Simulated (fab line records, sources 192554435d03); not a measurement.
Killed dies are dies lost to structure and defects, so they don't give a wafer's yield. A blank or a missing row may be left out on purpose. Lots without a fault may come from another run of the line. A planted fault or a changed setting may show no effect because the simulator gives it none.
Problem report in the 8D (eight disciplines) form, filled by code | flow n5_finfet | the parts of the form that need people (team, actions taken, sign-off) are left out

1. THE PROBLEM
raw_defect_count at N5_FIN_SAQP_INSPECT_40 reads a mean of 1360 on 6 wafers of 2 lots; wafers without a fault read 241 with a standard deviation of 82. That is +14 standard deviations from the usual mean.
The step: inspects for defects (brightfield).
First seen on wafer L378.1, day 6 01:59, on defect_inspect-01. The record holds 28 wafers of 10 lots with a number at this step. Rule for "out", or "out of limits": more than 4 standard deviations from the usual mean. The other wafers with a number count as sound.

2. WHAT IT IS AND WHAT IT IS NOT
question                    | is                     | is not
which readings at this step | raw_defect_count       | -
which lots                  | L378, L379             | L362, L363, L364, L366, L369, L373, L377, L382
which wafers of those lots  | all that have a number | -
read on which gauges        | defect_inspect-01      | defect_inspect-02
when                        | from day 6 01:59       | up to then (20 sound wafers); but 2 sound wafers of L382 came after

3. SUSPECTS, AND WHAT RULES EACH OUT
Counting: a tool at a process step up to the reading stays a suspect if it ran every lot that is out and no sound lot after the first of them.
- the gauge at N5_FIN_SAQP_INSPECT_40: ruled out. All the wafers that are out were read on defect_inspect-01, but those of them that N5_PASSIVATION_PROBE_49 has rows for are out there too, on other tools.
- vapor_etch-02 at N5_FIN_SAQP_RECESS_75 (chemistry HF/NH3, target SiO2, target depth 14.4 nm, afs cycles 3, sublimation time 60 s): kept. It ran every lot that is out, first L378 (day 5 22:31), and no sound lot after that; its last sound lot up to then is L377 (day 5 16:59).
- rie_si-03 at N5_FIN_SAQP_MANDREL2_REMOVE_60 (chemistry HBr/Cl2/O2, target a-Si, stops on SiNx, bt time 10 s): kept. It ran every lot that is out, first L378 (day 6 01:16), and no sound lot after that; its last sound lot up to then is L366 (day 3 02:05).
Left after counting: vapor_etch-02 at N5_FIN_SAQP_RECESS_75, rie_si-03 at N5_FIN_SAQP_MANDREL2_REMOVE_60.

4. THE CAUSE (what the simulator had put in)
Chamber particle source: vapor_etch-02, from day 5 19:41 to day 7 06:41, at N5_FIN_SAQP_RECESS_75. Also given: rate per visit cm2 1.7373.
Counting left 2 suspects, and this tool is among them.

5. THE CHAIN OF EFFECTS, in route order
Each row: a reading whose mean over the struck wafers that have a number lies more than 3 standard deviations from the usual. Only readings for which the record gives a usual standard deviation are gone through. hours: the time from each lot's start at the first step in this table that gives one to its start at this step, as a median over the lots. sigmas: the change in usual standard deviations.
hours | step                    | reading              | usual  | on struck wafers | change | sigmas
0     | N5_FIN_SAQP_INSPECT_40  | raw_defect_count     | 241    | 1360             | +1118  | +14
0     | N5_FIN_CUT_INSPECT_10   | raw_defect_count     | 44     | 1170             | +1126  | +87
274   | N5_PASSIVATION_PROBE_49 | defect_limited_yield | 91.3 % | 83.7             | -7.6   | -5.5
274   | N5_PASSIVATION_PROBE_49 | killed_at_front_end  | 39     | 147              | +108   | +11
274   | N5_PASSIVATION_PROBE_49 | killed_dies          | 103    | 193              | +90    | +5.6
274   | N5_PASSIVATION_PROBE_49 | sort_bin_5_function  | 5.1 %  | 9.7              | +4.6   | +5.0
274   | N5_PASSIVATION_PROBE_49 | sort_n_pass          | 1077   | 987              | -90    | -5.3
274   | N5_PASSIVATION_PROBE_49 | sort_yield_pct       | 91.2 % | 83.7             | -7.5   | -5.4
The process steps in it:
- N5_PASSIVATION_PROBE_49
Later measuring or inspecting steps at which every struck wafer that the step has a row for has a number for every such reading, and none has moved that far: N5_FIN_CUT_OVL_MEAS_09, N5_BEOL_M4_RC_MEAS_101.

6. WHAT WOULD HAVE CAUGHT IT SOONER
In this record the first reading out of limits at a measuring or inspecting step was taken at day 6 01:59, 6 hours after the fault began at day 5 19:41.
Of the tool readings at N5_FIN_SAQP_RECESS_75 for which the record gives a usual standard deviation, none was out on any struck wafer, so an alarm limit of 4 standard deviations on them would not have fired.
Of the lots that are out (2), L379 began N5_FIN_SAQP_RECESS_75 on vapor_etch-02 after day 6 01:59. A hold on the tool at that time would have spared it.
